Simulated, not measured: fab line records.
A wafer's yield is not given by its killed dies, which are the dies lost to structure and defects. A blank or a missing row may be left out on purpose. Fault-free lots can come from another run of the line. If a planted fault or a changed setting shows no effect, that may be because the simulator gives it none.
Matching of chambers -- flow n5_finfet -- N5_BEOL_M7_ILD_DEP_00 on pecvd-04 has 3 sister chambers
The step deposits SiCOH lowk from DEMS/porogen, target thk 179.75 nm, time 33.4 s. 18 wafers are shown with their chamber, then 9 later ones without.

## WAFERS PAIRED WITH THEIR CHAMBERS
wafer,chamber,throttle_valve_pct (%),showerhead_plenum_p_Torr (Torr),heater_power_w (W)
L077.1,2,13.5,5.718,246
L077.4,0,15.3,5.710,234
L077.5,2,13.5,5.729,253
L078.1,1,13.8,5.770,290
L078.2,0,15.3,5.720,310
L078.3,2,13.7,5.723,228
L079.2,2,13.4,5.726,223
L079.4,2,13.4,5.728,230
L079.6,1,13.8,5.788,346
L083.1,0,15.5,5.738,260
L083.4,1,13.7,5.777,314
L083.5,2,13.6,5.720,254
L085.3,1,13.6,5.770,294
L085.4,1,13.8,5.774,286
L085.5,0,15.6,5.733,289
L086.3,2,13.6,5.722,278
L086.4,1,13.9,5.768,314
L086.6,0,15.9,5.726,275

SIGNATURES (means of the wafers above)
reading,chamber 0,chamber 1,chamber 2,scatter within a chamber
throttle_valve_pct,15.520,13.767,13.529,0.158
showerhead_plenum_p_Torr,5.72540,5.77450,5.72371,0.00755
heater_power_w,273.60,307.33,244.57,23.2
Rule: for each reading, subtract the chamber's mean from the wafer's reading, divide by that reading's scatter and square the result; add these up over the readings and take the root, which gives the wafer's distance from the chamber. The wafer belongs to the nearest chamber; if the next one is less than 2 further off, it can't be placed. The scatter: take each reading less its chamber's mean, square it, sum over the shown wafers, divide by the number of wafers less the number of chambers, and take the root.

## WAFERS WITHOUT THEIR CHAMBER
wafer,throttle_valve_pct (%),showerhead_plenum_p_Torr (Torr),heater_power_w (W)
L087.1,15.7,5.732,295
L087.4,13.7,5.768,357
L087.6,13.7,5.727,261
L090.2,13.7,5.715,247
L090.3,15.5,5.720,288
L090.6,15.9,5.723,295
L092.2,13.7,5.731,218
L092.4,13.6,5.769,291
L092.5,13.6,5.716,227

## WHICH CHAMBER EACH ONE RAN IN
wafer,from the rows above,in truth
L087.1,0,0
L087.4,1,1
L087.6,2,2
L090.2,2,2
L090.3,0,0
L090.6,0,0
L092.2,2,2
L092.4,1,1
L092.5,2,2
9 of 9 placed correctly. Left unplaced by these rows: 0. 0 placed wrongly.
